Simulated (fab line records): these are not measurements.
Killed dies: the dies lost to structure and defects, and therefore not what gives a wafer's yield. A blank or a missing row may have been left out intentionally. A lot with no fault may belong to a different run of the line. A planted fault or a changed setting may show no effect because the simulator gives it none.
2 desks, one fault    flow n5Finfet    each desk holds nothing but its own numbers, with what lay behind them at the end

== FOR THE TOOL OWNER'S DESK: pecvd-01 ==
The tool's own readings at N5_BEOL_M2_PECVD_72 (deposits SiO2 from TEOS/O2, target thk 16 nm, time 18 s): means of the sampled wafers that have a number, for each lot that ran on this tool. A lot is out of limits, marked OUT, if its mean lies more than 4 standard deviations from the usual mean; the brackets give that distance.
Columns: A = heaterPowerOuterW at N5_BEOL_M2_PECVD_72, usual 394 W; B = heaterPowerW at N5_BEOL_M2_PECVD_72, usual 675 W; C = showerheadPlenumPTorr at N5_BEOL_M2_PECVD_72, usual 8.78 Torr; D = susceptorTempC at N5_BEOL_M2_PECVD_72, usual 399.99 C; E = throttleValvePct at N5_BEOL_M2_PECVD_72, usual 22.5 %
lot   first seen here  A    B    C     D                 E
L441  day 7 05:54      400  701  8.71  400.09            21.1
L453  day 10 05:55     367  624  8.78  397.72 (-10) OUT  21.7
L457  day 11 06:39     386  629  8.84  395.51 (-20) OUT  21.3
Finding of this desk: L453, L457 out of limits; the first was L453 at day 10 05:55, on susceptorTempC at N5_BEOL_M2_PECVD_72. L441: within limits.

== FROM THE METROLOGY DESK ==
Lot by lot, what the gauges showed, no matter which tool ran the lot: averages of those sampled wafers that carry a number. A lot is out of limits, marked OUT, if its mean lies more than 4 standard deviations from the usual mean; the brackets give that distance. 7 of its 10 readings are shown, namely those furthest out on some lot.
Columns: A = DIBL_N at N5_BEOL_M4_RC_MEAS_101, usual 37.5 mV/V; B = IOFF_N at N5_BEOL_M4_RC_MEAS_101, usual 0.19 nA/um; C = ION_N at N5_BEOL_M4_RC_MEAS_101, usual 679 uA/um; D = ION_P at N5_BEOL_M4_RC_MEAS_101, usual 465 uA/um; E = SS_N at N5_BEOL_M4_RC_MEAS_101, usual 72.0 mV/dec; F = SS_P at N5_BEOL_M4_RC_MEAS_101, usual 73.7 mV/dec; G = VT_P at N5_BEOL_M4_RC_MEAS_101, usual -249 mV
lot   first seen here  A     B     C    D    E     F     G
L441  day 8 20:35      36.8  0.17  670  463  71.9  73.2  -250
L453  day 11 18:04     36.0  0.18  668  457  71.8  73.5  -248
L457  day 12 23:50     37.7  0.20  689  467  71.8  73.2  -250
L458  day 13 22:21     39.9  0.23  680  466  72.6  74.0  -247
This desk's verdict: no lot among the 4 shows anything out of limits.

== PUT TOGETHER ==
At day 10 05:55, on L453, L457, the tool owner's desk was in a position to raise an alarm.
From the metrology desk's view, nothing was out of limits.
The metrology desk holds a record of L453, L457, inside its limits.
N5_BEOL_M2_PECVD_72 was run on pecvd-01 by each of the lots named.

== WHAT THE SIMULATOR HAD INSERTED ==
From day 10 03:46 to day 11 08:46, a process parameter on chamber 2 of pecvd-01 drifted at N5_BEOL_M2_PECVD_72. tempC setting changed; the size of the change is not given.
Lots struck among those shown: L453, L457.
How many hours passed from the start of the fault until each desk's first out-of-limits reading: the tool owner's desk, 2.
